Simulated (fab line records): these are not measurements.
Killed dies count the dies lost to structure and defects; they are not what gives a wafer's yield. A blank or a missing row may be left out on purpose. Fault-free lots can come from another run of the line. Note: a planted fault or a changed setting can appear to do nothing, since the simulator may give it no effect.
Problem report in the 8D (eight disciplines) form, filled by code -- flow n5Finfet -- the parts of the form that need people (team, actions taken, sign-off) are left out

1. THE PROBLEM
Mean of barrierFieldEndpointS at N5_BEOL_M0_CMP_120: 2.98 s across 3 wafers in 3 lots; on wafers with no fault it is 3.63 s (standard deviation 0.11). That puts it -5.9 standard deviations away from the usual mean.
The step: polishes, stops on SiOC, t overpolish 6.9 s.
First observed at day 6 17:58: wafer L583.5, on cmp-02. The record has a number at this step for 26 wafers belonging to 9 lots. The rule behind "out" and "out of limits": a value lying over 4 standard deviations away from the usual mean. The other wafers with a number count as sound.

2. WHAT IT IS; WHAT IT IS NOT
question,is,is not
which readings at this step,barrierFieldEndpointS,"clearingPlatenDownForcePsi, platenRpm"
which lots,"L583, L584, L585","L580, L593, L594, L599, L600, L602"
which wafers of those lots,"L583.5, L584.5, L585.5","L583.1, L583.2, L584.1, L584.3, L585.6"
read on which tools,"cmp-01, cmp-02",cmp-04
when,from day 6 17:58,"up to then (5 sound wafers); but 18 sound wafers of L584, L585, L593, L594, L599, L600, L602 came after"

3. WHAT RULES OUT EACH SUSPECT
Counting: any tool at a process step up to the reading remains a suspect provided it ran every lot that is out. Sound lots after the first of them don't rule it out here, since some wafers of a struck lot are sound.
- aldMetal-01 at N5_BEOL_M0_ALD_136 (deposits TaN, pulse time 2 s, purge time 3 s, co reactant purge time 2 s): kept. Ran every lot that is out, first one L583 (day 6 16:11); last sound lot up to then L580 (day 5 22:12).
After counting, what remains is aldMetal-01 at N5_BEOL_M0_ALD_136.

4. THE CAUSE (what the simulator had put in)
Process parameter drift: aldMetal-01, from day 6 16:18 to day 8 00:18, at N5_BEOL_M0_ALD_136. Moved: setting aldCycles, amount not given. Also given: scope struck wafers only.
After counting, this tool was the only one left.

5. THE CHAIN OF EFFECTS, in route order
Each row: a reading whose mean over the struck wafers that have a number lies more than 3 standard deviations from the usual. Only readings for which the record gives a usual standard deviation are gone through. hours: the time from each lot's start at the first step in this table that gives one to its start at this step, as a median over the lots. sigmas: the change in usual standard deviations.
hours,step,reading,usual,on struck wafers,change,sigmas
0,N5_BEOL_M0_CMP_120,barrierFieldEndpointS,3.63 s,2.98,-0.65,-5.9
Here are the process steps it includes:
- N5_BEOL_M0_CMP_120: polishes, stops on SiOC, t overpolish 6.9 s.
Later steps that measure or inspect, where all struck wafers having a row at the step show a number for every such reading and not one has moved that far: N5_BEOL_M4_RC_MEAS_101.

6. HOW IT WOULD HAVE BEEN CAUGHT EARLIER
2 hours passed between the start of the fault at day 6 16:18 and the first reading out of limits in this record, taken at day 6 17:58.
Tool readings at N5_BEOL_M0_ALD_136 with a usual standard deviation given in the record: none out on any struck wafer, hence no alarm at a limit of 4 standard deviations on them.
Of the lots that are out (3), L585 began N5_BEOL_M0_ALD_136 on aldMetal-01 after day 6 17:58. Holding the tool at that time would have saved it.
